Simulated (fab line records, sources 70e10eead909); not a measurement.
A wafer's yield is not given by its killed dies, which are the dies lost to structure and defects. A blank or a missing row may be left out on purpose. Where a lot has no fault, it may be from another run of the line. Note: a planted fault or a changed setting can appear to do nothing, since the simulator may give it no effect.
A struck lot beside a sound one / flow nandHarc / 14 out of 1302 route steps
Sound: the wafers L699.1, L699.3, L699.4. Struck: wafer L705.1 (left out: L705.3, a lot-mate that was not struck); the cause follows at the end.
Per side, at each step with rows, come the tool, then ch with its chambers, and then its first start. Under that, the readings that differ: sound wafers / struck wafers / difference of the means / sigmas: that difference in standard deviations of wafers without a fault.
alike: same words and numbers on both sides, and readings whose means sit less than 2 such deviations apart. not compared: any withheld reading, any reading some wafer has no value for, any bound like >300 that may hide the same value, and any number with overlapping values for which the record gives no deviation.
Wherever a step has rows on one side only, a row that says differs or no value, or a row with sigmas, the two part there. When numbers do not overlap yet have no deviation, they are printed without sigmas and do not part them. A reading that every wafer of one side lacks parts them only if that side has two wafers or more.

first, 1 step without rows for these wafers: NHARC_A_ONON_D1_DEP_12 (target thk 1000 nm).
NHARC_A_ONON_D1_THK_MEAS_14: measures by ellipsometry.
  struck on filmMetro-01, day 10 16:02; sound on filmMetro-01, day 8 01:53
  alike: thkNm
then, 2 steps without rows for these wafers: NHARC_A_ONON_D1_ANNEAL_15 (time 3600 s); NHARC_A_ONON_D1_DEP_16 (target thk 1000 nm).
NHARC_A_ONON_D1_THK_MEAS_18: measures by ellipsometry.
  struck on filmMetro-01, day 11 00:46; sound on filmMetro-02, day 8 09:40
  alike: thkNm
then NHARC_A_ONON_D1_DEP_19 (target thk 1000 nm), 1 step lacking rows for these wafers.
NHARC_A_ONON_D1_THK_MEAS_21: measures by ellipsometry.
  struck on filmMetro-01, day 11 01:20; sound on filmMetro-02, day 8 10:14
reading=thkNm (nm); sound=1018 1017 1015; struck=992; difference=-25; sigmas=-3
then NHARC_A_ONON_D1_DEP_22 (target thk 1000 nm), 1 step lacking rows for these wafers.
NHARC_A_ONON_D1_THK_MEAS_24: measures by ellipsometry.
  struck on filmMetro-01, day 11 01:55; sound on filmMetro-02, day 8 10:49
  alike: thkNm
then NHARC_A_ONON_D1_DEP_25 (target thk 1000 nm), 1 step lacking rows for these wafers.
NHARC_A_ONON_D1_THK_MEAS_27: measures by ellipsometry.
  struck on filmMetro-02, day 11 02:28; sound on filmMetro-01, day 8 11:23
  alike: thkNm
NHARC_A_ONON_D1_DEP_28: target thk 1000 nm.
  sound on pecvdOnon-03 ch 0, day 8 11:26; struck on pecvdOnon-01 ch 0, day 11 02:32
  alike: n2oFlowSccm
NHARC_A_ONON_D1_THK_MEAS_30: measures by ellipsometry.
  struck on filmMetro-01, day 11 03:02; sound on filmMetro-02, day 8 11:57
reading=thkNm (nm); sound=1005 1006 1007; struck=1550; difference=+544; sigmas=+63
NHARC_A_ONON_D1_DEP_33: deposits SiO2, target thk 200 nm.
  sound on pecvd-03 ch 0,2, day 8 12:03; struck on pecvd-03 ch 0, day 11 03:06
  alike: heaterPowerW, throttleValvePct

## WHERE THEY PART
First at NHARC_A_ONON_D1_THK_MEAS_21; last, within this record, at NHARC_A_ONON_D1_THK_MEAS_30. Later steps at which nothing parts them and some readings are alike: NHARC_A_ONON_D1_DEP_33.

WHY: what the simulator had put in
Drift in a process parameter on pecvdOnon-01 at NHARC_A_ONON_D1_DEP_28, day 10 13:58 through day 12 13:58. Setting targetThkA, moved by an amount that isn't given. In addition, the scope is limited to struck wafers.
